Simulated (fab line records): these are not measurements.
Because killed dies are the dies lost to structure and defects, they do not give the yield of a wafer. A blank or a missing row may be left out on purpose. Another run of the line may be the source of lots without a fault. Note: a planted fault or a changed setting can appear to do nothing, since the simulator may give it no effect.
fab line records ; flow n5Finfet
record lots=5; wafers=15; lastDay=19
route steps=1938 shown WELL_APT@43 PMOS_HMC_CHANNEL_EPI@57 SD_EPI_N@284 BEOL_M4@1111
lots that met no fault: from a run of the same line without faults
startH: start of the lot's first displayed wafer, in hours after the record's first day ; waitH: hours since the lot's step before ; " the same as in the row above ; L1.1+2: one row covering several wafers at once ; - no value, or no start given ; * or withheld: withheld ; < > ~ a bound
route shown NAME@n: a module of which the file shows steps, and the number in the route of the first ; usual: mean/standard deviation taken from wafers without a fault ; same: alike in all rows ; chamber/n: place in a boat ; sites: per-site readings ; _std_site: their standard deviation ; _edge_site: outer sites' mean less inner sites' ; radiusMm: for every site, how far away it sits from the centre of the wafer ; mask NAME#n: copy n ; behind: the tool/chamber that last shaped the wafer ; hold: cause of the lot's hold/its duration in hours/its outcome ; device: transistor that didn't switch, given as n, p or np ; end of line: tests of these same wafers at the route's end ; where a step has no rows: the recipe by itself ; killed: dies that structure and defects cost at the first sort, which is not the same as the wafer's yield ; map: dies across one wafer; x = killed, . = not, _ = none there
set.NAME: the setting as run; set.NAME@STEP: as run at that earlier step ; model.NAME: the simulator's own value behind a step, which no gauge read
lots at some steps of the route; a table a step, a row a wafer
services: from which hour (startH, from the record's first day; less than 0 if before it) a tool's chamber was out of use, for how many hours, and why
## steps
# step N5_WELL_APT_CD_MEAS_25
# recipe targetCdNm=200; landingEnergyEv=500; detector=seInlens
# usual cdNm=200.1/2.2
lot.wafer;tool;chamber;startH;waitH;cdNm
L355.3;cdSem-02;0;20.93;-;200.7
L355.4;cdSem-02;0;20.93;-;202.4
L355.5;cdSem-02;0;20.93;-;197.6
L357.1;cdSem-01;0;33.29;-;200.6
L357.2;cdSem-01;0;33.29;-;203.2
L357.3;cdSem-01;0;33.29;-;201.3
L362.2;cdSem-03;0;63.04;-;200.1
L362.5;cdSem-03;0;63.04;-;201.1
L362.6;cdSem-03;0;63.04;-;200.4
L368.1;cdSem-01;0;99.01;-;201.7
L368.4;cdSem-01;0;99.01;-;201.8
L368.5;cdSem-01;0;99.01;-;202.4
L377.2;cdSem-03;0;152.73;-;201.9
L377.3;cdSem-03;0;152.73;-;201.0
L377.4;cdSem-03;0;152.73;-;201.6
# step N5_WELL_APT_OVL_MEAS_26
# recipe pointsPerWafer=44
# usual PWELL_OVL=0/5.8
lot.wafer;tool;chamber;startH;waitH;PWELL_OVL[nm]
L355.3;overlay-01;0;20.96;0.0;6
L355.4;overlay-01;0;20.96;0.0;-5
L355.5;overlay-01;0;20.96;0.0;-2
L357.1;overlay-02;0;33.32;0.0;-15
L357.2;overlay-02;0;33.32;0.0;-14
L357.3;overlay-02;0;33.32;0.0;-11
L362.2;overlay-02;0;63.08;0.0;8
L362.5;overlay-02;0;63.08;0.0;2
L362.6;overlay-02;0;63.08;0.0;4
L368.1;overlay-01;0;99.04;0.0;1
L368.4;overlay-01;0;99.04;0.0;4
L368.5;overlay-01;0;99.04;0.0;8
L377.2;overlay-01;0;152.76;0.0;4
L377.3;overlay-01;0;152.76;0.0;1
L377.4;overlay-01;0;152.76;0.0;2
# step N5_WELL_APT_INSPECT_27
# recipe mode=adi; inspectInstrument=macro
# usual rawDefectCount=2.0/1.4
lot.wafer;tool;chamber;startH;waitH;rawDefectCount
L355.3;defectInspect-01;-;20.99;0.0;5
L355.4;defectInspect-01;-;20.99;0.0;0
L355.5;defectInspect-01;-;20.99;0.0;0
L357.1;defectInspect-02;-;33.34;0.0;2
L357.2;defectInspect-02;-;33.34;0.0;3
L357.3;defectInspect-02;-;33.34;0.0;0
L362.2;defectInspect-02;-;63.11;0.0;5
L362.5;defectInspect-02;-;63.11;0.0;2
L362.6;defectInspect-02;-;63.11;0.0;1
L368.1;defectInspect-01;-;99.07;0.0;2
L368.4;defectInspect-01;-;99.07;0.0;2
L368.5;defectInspect-01;-;99.07;0.0;1
L377.2;defectInspect-02;-;152.79;0.0;1
L377.3;defectInspect-02;-;152.79;0.0;2
L377.4;defectInspect-02;-;152.79;0.0;2
# step N5_WELL_APT_DESCUM_30
# recipe chemistry=O2; timeS=7.9; sourcePowerW=50; biasPowerW=20; pressureMtorr=20; rfFrequencyHz=2.712e+07; tempC=40; o2FlowSccm=225
# step N5_WELL_APT_IMPLANT_31
# recipe species=B; energyKev=60; doseCm2=1.5e+13; tiltDeg=0; rotationDeg=0
# step N5_WELL_APT_IMPLANT_32
# recipe species=BF2; energyKev=50; doseCm2=2e+13; tiltDeg=0; rotationDeg=0
# step N5_WELL_APT_STRIP_33
# recipe chemistry=SPM; timeS=900; tempC=130; h2so4H2o2VolRatio=4; dry=ipaMarangoni
# step N5_WELL_APT_RTA_34
# recipe tempC=1000; timeS=10; ambient=N2; idleTempC=600; rampUpCPerS=150; rampDownCPerS=60; coolToC=600
# usual lampPowerPct=13.00/0.055; lamp_zone_6_pct=12.922/0.029; wafer_temp_C_max=1003.4/0.99
lot.wafer;tool;chamber;startH;waitH;lampPowerPct;lamp_zone_6_pct;wafer_temp_C_max
L355.3;rtpAnneal-02;0;21.82;0.1;13.02;12.885;1003.8
L355.4;rtpAnneal-02;0;21.82;0.1;13.01;12.956;1003.0
L355.5;rtpAnneal-02;0;21.82;0.1;12.95;12.948;1002.2
L357.1;rtpAnneal-02;0;34.26;0.1;13.05;12.969;1002.9
L357.2;rtpAnneal-02;0;34.26;0.1;13.01;12.922;1002.1
L357.3;rtpAnneal-02;0;34.26;0.1;12.94;12.916;1005.6
L362.2;rtpAnneal-01;0;63.92;0.0;12.97;12.952;1001.9
L362.5;rtpAnneal-01;0;63.92;0.0;12.95;12.891;1003.8
L362.6;rtpAnneal-01;0;63.92;0.0;13.00;12.909;1004.3
L368.1;rtpAnneal-02;0;100.09;0.0;13.01;12.960;1002.2
L368.4;rtpAnneal-02;0;100.09;0.0;13.00;12.978;1006.1
L368.5;rtpAnneal-02;0;100.09;0.0;12.92;12.921;1003.4
L377.2;rtpAnneal-01;0;153.81;0.0;12.90;12.918;1003.7
L377.3;rtpAnneal-01;0;153.81;0.0;13.04;12.911;1003.0
L377.4;rtpAnneal-01;0;153.81;0.0;12.97;12.928;1003.4
# step N5_WELL_APT_OXIDE_STRIP_42
# recipe chemistry=dHF; dilution=25:1; timeS=45; tempC=25; target=SiO2; targetDepthA=120
# step N5_WELL_APT_PRECLEAN_36
# recipe chemistry=O3/DIW; timeS=45; tempC=22; o3Ppm=10
# step N5_WELL_APT_PRECLEAN_39
# recipe chemistry=dHF; timeS=60; dilution=150:1; tempC=25
# step N5_WELL_APT_SRD_37
# recipe dry=ipaMarangoni; doPpb=5; timeS=30; tempC=23; rinseLiquid=diw
# step N5_WELL_APT_EPI_41
# recipe material=Si; targetThkA=500; tempC=650; precursor=SiH4/H2; pressureTorr=20; timeS=297.7
# usual susceptorTempC=649.99/0.29; throttleValvePct=10.9/0.38
lot.wafer;tool;chamber;startH;waitH;susceptorTempC;throttleValvePct;model.Si_of_WELL_APT_EPI_41.thkNm
L355.3;epiRpcvd-02;0;22.22;0.2;650.09;11.5;49.16
L355.4;epiRpcvd-02;0;22.22;0.2;649.70;11.4;48.89
L355.5;epiRpcvd-02;0;22.22;0.2;649.87;11.7;49.18
L357.1;epiRpcvd-01;0;34.50;0.0;649.93;10.6;49.53
L357.2;epiRpcvd-01;0;34.50;0.0;649.90;10.7;48.84
L357.3;epiRpcvd-01;0;34.50;0.0;649.98;10.7;49.5
L362.2;epiRpcvd-04;0;64.24;0.1;649.82;11.1;50.34
L362.5;epiRpcvd-04;0;64.24;0.1;649.93;11.2;49.76
L362.6;epiRpcvd-04;0;64.24;0.1;649.48;11.3;50.71
L368.1;epiRpcvd-01;0;100.32;0.0;650.02;10.4;44.91
L368.4;epiRpcvd-01;0;100.32;0.0;650.01;10.7;49.51
L368.5;epiRpcvd-01;0;100.32;0.0;650.01;10.6;50.05
L377.2;epiRpcvd-04;0;154.80;0.8;649.70;11.0;50.02
L377.3;epiRpcvd-04;0;154.80;0.8;650.01;11.2;49.08
L377.4;epiRpcvd-04;0;154.80;0.8;650.08;11.2;50.19
# step N5_WELL_APT_INSPECT_38
# recipe inspectInstrument=darkfield; mode=postEpi
# usual rawDefectCount=13/5.2
lot.wafer;tool;chamber;startH;waitH;rawDefectCount
L355.3;defectInspect-02;-;22.66;0.3;5
L355.4;defectInspect-02;-;22.66;0.3;9
L355.5;defectInspect-02;-;22.66;0.3;11
L357.1;defectInspect-01;-;35.34;0.7;15
L357.2;defectInspect-01;-;35.34;0.7;14
L357.3;defectInspect-01;-;35.34;0.7;26
L362.2;defectInspect-02;-;64.78;0.4;10
L362.5;defectInspect-02;-;64.78;0.4;13
L362.6;defectInspect-02;-;64.78;0.4;13
L368.1;defectInspect-01;-;100.96;0.5;14
L368.4;defectInspect-01;-;100.96;0.5;9
L368.5;defectInspect-01;-;100.96;0.5;10
L377.2;defectInspect-02;-;155.51;0.6;9
L377.3;defectInspect-02;-;155.51;0.6;12
L377.4;defectInspect-02;-;155.51;0.6;4
# step N5_PMOS_HMC_CHANNEL_EPI_HM_DEP_34
# recipe material=SiO2; targetThkA=360; tempC=400; precursor=TEOS/O2; pressureTorr=6.5; rfW=900; teosFlowSccm=161.4; gas=O2; flowSccm=2650; timeS=6.9
# step N5_PMOS_HMC_CHANNEL_EPI_COAT_31
# recipe resist=BARC; tempC=205; timeS=60; spinRpm=1500; resistThkNm=66
# step N5_PMOS_HMC_CHANNEL_EPI_COAT_03
# recipe resist=CAR-ArF-block; spinRpm=1500; resistThkNm=205
# step N5_PMOS_HMC_CHANNEL_EPI_EBR_05
# recipe solvent=PGMEA; ebrWidthMm=1.5
# step N5_PMOS_HMC_CHANNEL_EPI_SOFTBAKE_04
# recipe tempC=110; timeS=60; resist=CAR-ArF-block
# step N5_PMOS_HMC_CHANNEL_EPI_EXPOSE_06
# recipe maskId=PMOS_HMC_BLK; na=1.35; sourceShape=conventional; sigmaOuter=0.8; polarization=unpolarized; targetCdNm=240; doseMj=41
# step N5_PMOS_HMC_CHANNEL_EPI_PEB_07
# recipe pebTempC=110; pebTimeS=60; resist=CAR-ArF-block
# step N5_PMOS_HMC_CHANNEL_EPI_DEVELOP_08
# recipe developTimeS=30; developer=TMAH; resist=CAR-ArF-block; devTempC=23; rinseLiquid=diw; dry=airSpin
# step N5_PMOS_HMC_CHANNEL_EPI_CD_MEAS_09
# recipe targetCdNm=237.4; landingEnergyEv=500; detector=seInlens
# usual cdNm=237.8/0.94
lot.wafer;tool;chamber;startH;waitH;cdNm
L355.3;cdSem-02;0;22.97;-;239.7
L355.4;cdSem-02;0;22.97;-;237.3
L355.5;cdSem-02;0;22.97;-;238.4
L357.1;cdSem-02;0;35.79;-;237.2
L357.2;cdSem-02;0;35.79;-;236.7
L357.3;cdSem-02;0;35.79;-;237.7
L362.2;cdSem-02;0;65.22;-;236.7
L362.5;cdSem-02;0;65.22;-;237.0
L362.6;cdSem-02;0;65.22;-;237.9
L368.1;cdSem-01;0;101.46;-;235.8
L368.4;cdSem-01;0;101.46;-;237.1
L368.5;cdSem-01;0;101.46;-;238.0
L377.2;cdSem-02;0;155.83;-;235.4
L377.3;cdSem-02;0;155.83;-;236.3
L377.4;cdSem-02;0;155.83;-;236.7
# step N5_PMOS_HMC_CHANNEL_EPI_OVL_MEAS_10
# recipe pointsPerWafer=44
# usual PMOS_HMC_BLK_OVL=0.2/0.65
lot.wafer;tool;chamber;startH;waitH;PMOS_HMC_BLK_OVL[nm]
L355.3;overlay-02;0;23.00;0.0;0.2
L355.4;overlay-02;0;23.00;0.0;0.1
L355.5;overlay-02;0;23.00;0.0;0.1
L357.1;overlay-02;0;35.82;0.0;-1.0
L357.2;overlay-02;0;35.82;0.0;0.0
L357.3;overlay-02;0;35.82;0.0;-0.4
L362.2;overlay-02;0;65.25;0.0;0.1
L362.5;overlay-02;0;65.25;0.0;0.4
L362.6;overlay-02;0;65.25;0.0;0.4
L368.1;overlay-01;0;101.49;0.0;0.5
L368.4;overlay-01;0;101.49;0.0;-0.1
L368.5;overlay-01;0;101.49;0.0;0.5
L377.2;overlay-01;0;155.85;0.0;-0.5
L377.3;overlay-01;0;155.85;0.0;0.5
L377.4;overlay-01;0;155.85;0.0;0.5
# step N5_PMOS_HMC_CHANNEL_EPI_INSPECT_11
# recipe mode=adi; inspectInstrument=macro
# usual rawDefectCount=2.1/1.4
lot.wafer;tool;chamber;startH;waitH;rawDefectCount
L355.3;defectInspect-01;-;23.03;0.0;3
L355.4;defectInspect-01;-;23.03;0.0;4
L355.5;defectInspect-01;-;23.03;0.0;3
L357.1;defectInspect-02;-;35.85;0.0;2
L357.2;defectInspect-02;-;35.85;0.0;5
L357.3;defectInspect-02;-;35.85;0.0;1
L362.2;defectInspect-02;-;65.27;0.0;2
L362.5;defectInspect-02;-;65.27;0.0;3
L362.6;defectInspect-02;-;65.27;0.0;1
L368.1;defectInspect-01;-;101.51;0.0;4
L368.4;defectInspect-01;-;101.51;0.0;1
L368.5;defectInspect-01;-;101.51;0.0;4
L377.2;defectInspect-02;-;155.88;0.0;1
L377.3;defectInspect-02;-;155.88;0.0;4
L377.4;defectInspect-02;-;155.88;0.0;4
# step N5_PMOS_HMC_CHANNEL_EPI_DESCUM_14
# recipe chemistry=O2; timeS=7.9; sourcePowerW=50; biasPowerW=20; pressureMtorr=20; rfFrequencyHz=2.712e+07; tempC=40; resist=CAR-ArF-block; o2FlowSccm=225
# usual drypumpMotorCurrentA=5.6/0.34; oesProductAu=0.74/0.056; rfVppV=242.8/1.2; showerheadPlenumPTorr=2.07/0.067; throttleValvePct=20.43/0.22
lot.wafer;tool;chamber;startH;waitH;drypumpMotorCurrentA;oesProductAu;rfHoursCounterH;rfVppV;showerheadPlenumPTorr;throttleValvePct
L355.3;rieDiel-04;0;23.24;0.2;5.8;0.68;232;242.7;2.08;20.60
L355.4;rieDiel-04;1;23.24;0.2;6.2;0.72;186;241.8;1.99;20.50
L355.5;rieDiel-04;1;23.24;0.2;6.2;0.72;-;240.3;1.99;20.51
L357.1;rieDiel-04;1;35.88;0.0;6.3;0.73;189;240.8;1.99;20.52
L357.2;rieDiel-04;0;35.88;0.0;5.8;0.67;235;242.4;2.08;20.59
L357.3;rieDiel-04;2;35.88;0.0;5.3;0.77;123;243.4;2.20;20.50
L362.2;rieDiel-02;0;65.85;0.6;5.4;0.73;213;244.6;2.15;20.51
L362.5;rieDiel-02;1;65.85;0.6;6.0;0.76;-;242.1;1.99;20.00
L362.6;rieDiel-02;0;65.85;0.6;5.4;0.74;-;244.4;2.15;20.49
L368.1;rieDiel-02;3;101.55;0.0;5.7;0.74;191;241.1;2.08;20.66
L368.4;rieDiel-02;0;101.55;0.0;5.4;0.73;225;243.7;2.14;20.52
L368.5;rieDiel-02;1;101.55;0.0;6.0;0.74;-;241.4;1.99;20.05
L377.2;rieDiel-04;1;156.18;0.3;6.3;0.70;220;241.1;1.98;20.58
L377.3;rieDiel-04;0;156.18;0.3;5.8;0.97;7;241.4;2.08;20.25
L377.4;rieDiel-04;0;156.18;0.3;5.8;0.97;-;243.0;2.08;20.27
# step N5_PMOS_HMC_CHANNEL_EPI_ETCH_32
# recipe chemistry=N2/H2; target=BARC; stopOn=SiO2; targetDepthA=858; overEtchFrac=0.3; timeS=50.3; ionEnergyEv=200; maskMaterial=CAR-ArF-block; pressureMtorr=30; sourceW=840; biasW=150; n2FlowSccm=200; h2FlowSccm=200
# usual drypumpMotorCurrentA=5.6/0.35; oesProductAu=0.64/0.045; rfVppV=523.2/2.3; showerheadPlenumPTorr=2.52/0.08; throttleValvePct=17.93/0.2
lot.wafer;tool;chamber;startH;waitH;drypumpMotorCurrentA;oesProductAu;rfHoursCounterH;rfVppV;showerheadPlenumPTorr;throttleValvePct
L355.3;rieDiel-04;0;23.28;0.0;5.8;0.59;232;522.8;2.52;17.96
L355.4;rieDiel-04;1;23.28;0.0;6.3;0.62;186;521.3;2.43;18.10
L355.5;rieDiel-04;1;23.28;0.0;6.3;0.62;-;520.1;2.43;18.10
L357.1;rieDiel-04;1;35.92;0.0;6.3;0.61;189;520.1;2.43;18.12
L357.2;rieDiel-04;0;35.92;0.0;5.8;0.59;235;520.9;2.52;17.96
L357.3;rieDiel-04;2;35.92;0.0;5.2;0.68;123;527.8;2.68;18.06
L362.2;rieDiel-02;0;65.89;0.0;5.4;0.63;213;525.5;2.61;18.03
L362.5;rieDiel-02;1;65.89;0.0;6.0;0.65;-;521.1;2.45;17.61
L362.6;rieDiel-02;0;65.89;0.0;5.4;0.62;-;526.8;2.61;18.03
L368.1;rieDiel-02;3;101.58;0.0;5.7;0.63;191;523.2;2.52;18.16
L368.4;rieDiel-02;0;101.58;0.0;5.4;0.62;225;525.7;2.60;18.06
L368.5;rieDiel-02;1;101.58;0.0;6.0;0.65;-;520.7;2.44;17.64
L377.2;rieDiel-04;1;156.22;0.0;6.3;0.60;220;520.5;2.41;18.18
L377.3;rieDiel-04;0;156.22;0.0;5.8;0.83;7;522.8;2.51;17.57
L377.4;rieDiel-04;0;156.22;0.0;5.8;0.82;-;522.8;2.51;17.58
# step N5_PMOS_HMC_CHANNEL_EPI_HM_OPEN_15
# recipe chemistry=CHF3/O2; target=SiO2; maskMaterial=CAR-ArF-block; targetDepthA=406; CHF3_flow_sccm=50; O2_flow_sccm=5; Ar_flow_sccm=200; timeS=20.3; pressureMtorr=30; sourceW=650; biasW=170; ionEnergyEv=200
# step N5_PMOS_HMC_CHANNEL_EPI_STRIP_33
# recipe chemistry=N2/H2; powerW=500; tempC=40; pressureMtorr=50; rfFrequencyHz=6e+07; overashFraction=0.3; biasPowerW=8; h2Frac=0.5; n2FlowSccm=300; h2FlowSccm=300
# usual drypumpMotorCurrentA=5.6/0.35; oesProductAu=0.74/0.056; rfVppV=54.2/1.6; showerheadPlenumPTorr=3.33/0.1; throttleValvePct=19.0/0.34
# same overashFraction=0.3
lot.wafer;tool;chamber;startH;waitH;drypumpMotorCurrentA;oesProductAu;rfHoursCounterH;rfVppV;showerheadPlenumPTorr;throttleValvePct
L355.3;rieDiel-04;0;23.38;0.0;5.8;0.67;232;53.0;3.33;18.9
L355.4;rieDiel-04;1;23.38;0.0;6.3;0.72;186;54.1;3.21;19.5
L355.5;rieDiel-04;1;23.38;0.0;6.3;0.74;-;52.8;3.21;19.5
L357.1;rieDiel-04;1;36.01;0.0;6.2;0.71;189;56.6;3.21;19.5
L357.2;rieDiel-04;0;36.01;0.0;5.8;0.68;235;51.3;3.33;19.0
L357.3;rieDiel-04;2;36.01;0.0;5.2;0.76;123;52.6;3.53;19.4
L362.2;rieDiel-02;0;65.98;0.0;5.4;0.73;213;55.7;3.44;19.2
L362.5;rieDiel-02;1;65.98;0.0;6.0;0.76;-;52.7;3.24;18.6
L362.6;rieDiel-02;0;65.98;0.0;5.4;0.73;-;56.9;3.44;19.2
L368.1;rieDiel-02;3;101.68;0.0;5.8;0.74;191;53.4;3.33;19.4
L368.4;rieDiel-02;0;101.68;0.0;5.5;0.73;225;55.4;3.44;19.2
L368.5;rieDiel-02;1;101.68;0.0;6.1;0.72;-;52.7;3.23;18.7
L377.2;rieDiel-04;1;156.31;0.0;6.3;0.72;220;57.7;3.20;19.5
L377.3;rieDiel-04;0;156.31;0.0;5.8;0.97;7;56.4;3.31;18.6
L377.4;rieDiel-04;0;156.31;0.0;5.8;0.98;-;54.6;3.31;18.6
# step N5_PMOS_HMC_CHANNEL_EPI_STRIP_17
# recipe chemistry=SPM; timeS=750; tempC=130; h2so4H2o2VolRatio=4; dry=ipaMarangoni
# step N5_PMOS_HMC_CHANNEL_EPI_ETCH_38
# recipe chemistry=CF4; target=SiO2; targetDepthA=15; ionEnergyEv=350; pressureMtorr=10; icpW=800; biasW=400; cf4FlowSccm=80
# step N5_PMOS_HMC_CHANNEL_EPI_FIN_RECESS_16
# recipe chemistry=HBr/Cl2; target=Si; maskMaterial=SiO2; targetDepthA=540; timeS=18; pressureMtorr=10; icpW=800; biasW=75; HBr_flow_sccm=150; Cl2_flow_sccm=80
# step N5_PMOS_HMC_CHANNEL_EPI_PRECLEAN_36
# recipe chemistry=O3/DIW; timeS=45; tempC=22; o3Ppm=10
# step N5_PMOS_HMC_CHANNEL_EPI_PRECLEAN_18
# recipe chemistry=DHF; timeS=30; tempC=25; dilution=withheld
# step N5_PMOS_HMC_CHANNEL_EPI_SRD_19
# recipe dry=ipaMarangoni; doPpb=5; timeS=30; tempC=23; rinseLiquid=diw
# step N5_PMOS_HMC_CHANNEL_EPI_EPI_20
# recipe material=SiGe30; maskMaterial=SiO2; pressureTorr=20; targetThkA=590; tempC=600
# step N5_PMOS_HMC_CHANNEL_EPI_HM_STRIP_35
# recipe chemistry=dHF; tempC=25; material=SiO2; target=SiO2; targetDepthA=396; timeS=216
# step N5_PMOS_HMC_CHANNEL_EPI_SRD_39
# recipe dry=ipaMarangoni; timeS=30; tempC=23; rinseLiquid=diw
# step N5_PMOS_HMC_CHANNEL_EPI_CMP_21
# recipe material=SiGe30; postCmpClean=alkalineBrush; targetThkNm=54
# usual edgeZonePressureFrac=1.000/0.0048; motorCurrentA=12.3/0.68
lot.wafer;tool;chamber;startH;waitH;edgeZonePressureFrac;motorCurrentA
L355.4;cmp-02;1;25.24;0.1;0.994;11.4
L355.3;cmp-02;3;25.24;0.1;1.003;13.5
L355.5;cmp-02;1;25.24;0.1;0.997;11.6
L357.1;cmp-02;0;37.85;0.0;1.002;11.8
L357.2;cmp-02;1;37.85;0.0;1.002;11.5
L357.3;cmp-02;2;37.85;0.0;1.005;12.5
L362.2;cmp-01;0;67.85;0.1;1.007;12.5
L362.6;cmp-01;3;67.85;0.1;0.993;12.2
L362.5;cmp-01;0;67.85;0.1;1.004;13.3
L368.1;cmp-01;0;103.56;0.0;0.993;12.7
L368.4;cmp-01;1;103.56;0.0;1.001;11.4
L368.5;cmp-01;0;103.56;0.0;0.989;12.6
L377.3;cmp-03;2;158.14;0.0;1.000;12.4
L377.2;cmp-03;3;158.14;0.0;0.997;12.8
L377.4;cmp-03;1;158.14;0.0;0.994;13.0
# step N5_PMOS_HMC_CHANNEL_EPI_THK_MEAS_22
# recipe reads=SiGe30_of_PMOS_HMC_CHANNEL_EPI_EPI_20
# usual HMC_CMP_THK=53.8/0.83
lot.wafer;tool;chamber;startH;waitH;HMC_CMP_THK[nm]
L355.3;filmMetro-02;-;25.50;-;52.9
L355.4;filmMetro-02;-;25.50;-;54.7
L355.5;filmMetro-02;-;25.50;-;54.9
L357.1;filmMetro-02;-;38.14;-;53.5
L357.2;filmMetro-02;-;38.14;-;53.5
L357.3;filmMetro-02;-;38.14;-;54.6
L362.2;filmMetro-02;-;68.11;-;52.7
L362.5;filmMetro-02;-;68.11;-;53.8
L362.6;filmMetro-02;-;68.11;-;53.1
L368.1;filmMetro-02;-;103.85;-;54.0
L368.4;filmMetro-02;-;103.85;-;53.8
L368.5;filmMetro-02;-;103.85;-;54.2
L377.2;filmMetro-01;-;158.44;-;54.1
L377.3;filmMetro-01;-;158.44;-;52.8
L377.4;filmMetro-01;-;158.44;-;54.7
# step N5_PMOS_HMC_CHANNEL_EPI_PRECLEAN_40
# recipe chemistry=DHF; timeS=30; tempC=25; dilution=withheld
# step N5_PMOS_HMC_CHANNEL_EPI_PRECLEAN_37
# recipe chemistry=O3/DIW; timeS=45; tempC=22; o3Ppm=10
# step N5_SD_EPI_N_STRIP_18
# recipe chemistry=SPM; timeS=750; tempC=130; h2so4H2o2VolRatio=4
lot.wafer;tool;chamber;startH;waitH;model.Si_of_WELL_APT_EPI_41.thkNm
L355.3;wetBench-03;3;65.86;0.0;6.6
L355.4+5;wetBench-03;2,4;65.86;0.0;7.6
L357.1;wetBench-05;0;77.29;0.0;8.6
L357.2;wetBench-05;5;77.29;0.0;7
L357.3;wetBench-05;6;77.29;0.0;8.4
L362.2;wetBench-01;7;101.73;0.0;8.4
L362.5;wetBench-01;6;101.73;0.0;8.6
L362.6;wetBench-01;2;101.73;0.0;8.8
L368.1;wetBench-05;5;135.20;0.0;3.8
L368.4;wetBench-05;1;135.20;0.0;8.6
L368.5;wetBench-05;6;135.20;0.0;8.2
L377.2;wetBench-03;0;187.83;0.0;8
L377.3;wetBench-03;5;187.83;0.0;6.2
L377.4;wetBench-03;4;187.83;0.0;8.2
# step N5_BEOL_M4_RC_MEAS_101
# usual DIBL_N=36.0/1.7; DIBL_P=36.2/1.9; IOFF_N=0.154/0.028; IOFF_P=0.21/0.036; ION_N=675/11; ION_P=463/8.3; SS_N=71.4/0.63; SS_P=73.2/0.55; VT_N=250.2/3; VT_P=-251/3.7
lot.wafer;tool;chamber;startH;waitH;DIBL_N[mV/V];DIBL_P[mV/V];IOFF_N[nA/um];IOFF_P[nA/um];ION_N[uA/um];ION_P[uA/um];SS_N[mV/dec];SS_P[mV/dec];VT_N[mV];VT_P[mV]
L355.3;prober-01;0;197.75;0.3;38.6;37.1;0.169;0.22;669;460;72.1;74.1;251.6;-250
L355.4;prober-01;0;197.75;0.3;37.7;37.1;0.153;0.22;668;459;71.8;73.8;252.2;-249
L355.5;prober-01;0;197.75;0.3;38.5;38.1;0.171;0.26;667;463;71.6;74.1;250.9;-248
L357.1;prober-02;0;243.98;0.0;35.0;34.9;0.137;0.19;668;458;70.6;73.7;249.0;-252
L357.2;prober-02;0;243.98;0.0;37.1;36.2;0.167;0.22;678;463;71.9;73.6;248.0;-249
L357.3;prober-02;0;243.98;0.0;36.0;34.9;0.140;0.19;665;451;70.7;72.7;251.1;-251
L362.2;prober-01;0;276.47;0.2;35.3;37.1;0.151;0.21;679;471;70.7;73.5;249.1;-248
L362.5;prober-01;0;276.47;0.2;36.5;38.7;0.174;0.23;673;462;71.1;74.4;246.9;-250
L362.6;prober-01;0;276.47;0.2;35.8;37.8;0.161;0.22;690;473;71.5;73.3;249.3;-248
L368.1;prober-01;0;333.91;0.0;35.2;36.9;0.146;0.20;687;477;69.9;72.9;249.3;-251
L368.4;prober-01;0;333.91;0.0;34.8;35.9;0.130;0.18;674;462;69.6;72.8;251.8;-252
L368.5;prober-01;0;333.91;0.0;34.4;35.1;0.133;0.17;665;457;70.3;73.0;248.7;-251
L377.2;prober-02;0;347.19;0.2;34.4;35.4;0.131;0.19;682;469;70.7;72.8;252.0;-249
L377.3;prober-02;0;347.19;0.2;40.2;41.1;0.244;0.28;697;463;72.4;74.3;245.3;-248
L377.4;prober-02;0;347.19;0.2;36.7;37.8;0.166;0.23;670;461;72.1;73.2;249.8;-246
## services
tool;chamber;startH;hours;kind
cmp-01;-;5.97;6.6;repair
rieDiel-02;-;11.09;0.5;repair
cmp-03;-;14.47;1.1;repair
rieDiel-02;3;35.64;4.0;repair
rtpAnneal-01;-;36.25;1.1;pm
cmp-01;-;48.79;0.8;repair
epiRpcvd-04;-;57.37;1.1;repair
cmp-03;-;59.53;6.3;repair
rtpAnneal-02;-;65.01;4.9;pm
rieDiel-02;-;70.01;0.2;repair
cmp-03;-;77.30;4.0;pm
rieDiel-04;0;87.25;-;clean
cmp-03;-;91.82;0.2;repair
rieDiel-04;-;116.06;28.1;pm
cmp-01;-;117.61;0.3;repair
cmp-02;-;118.45;4.0;pm
cmp-01;-;124.10;1.0;repair
cmp-02;-;132.23;5.9;pm
cmp-01;-;141.71;3.6;repair
epiRpcvd-02;-;148.66;9.2;repair
rieDiel-02;1;154.13;5.4;repair
rieDiel-04;3;167.41;8.7;repair
rieDiel-02;-;179.40;1.0;repair
cmp-03;-;181.07;4.2;pm
## key
firstSign none at tools or gauges
modelEffect step=N5_WELL_APT_EPI_41; value=Si_of_WELL_APT_EPI_41.thkNm; without=49.13; struck=44.91
modelEffect step=N5_SD_EPI_N_STRIP_18; value=Si_of_WELL_APT_EPI_41.thkNm; without=8; struck=3.8
metAt N5_WELL_APT_EPI_41
struckWafers L368.1
onsetBetween 34.50 100.32
fault kind=processParameterDrift; tool=epiRpcvd-01; chamber=-; onsetH=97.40; steps=N5_WELL_APT_EPI_41; channel=targetThkA; offset=*; shape=step; endH=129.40; scope=struckWafersOnly; actsIn=*; stated=*
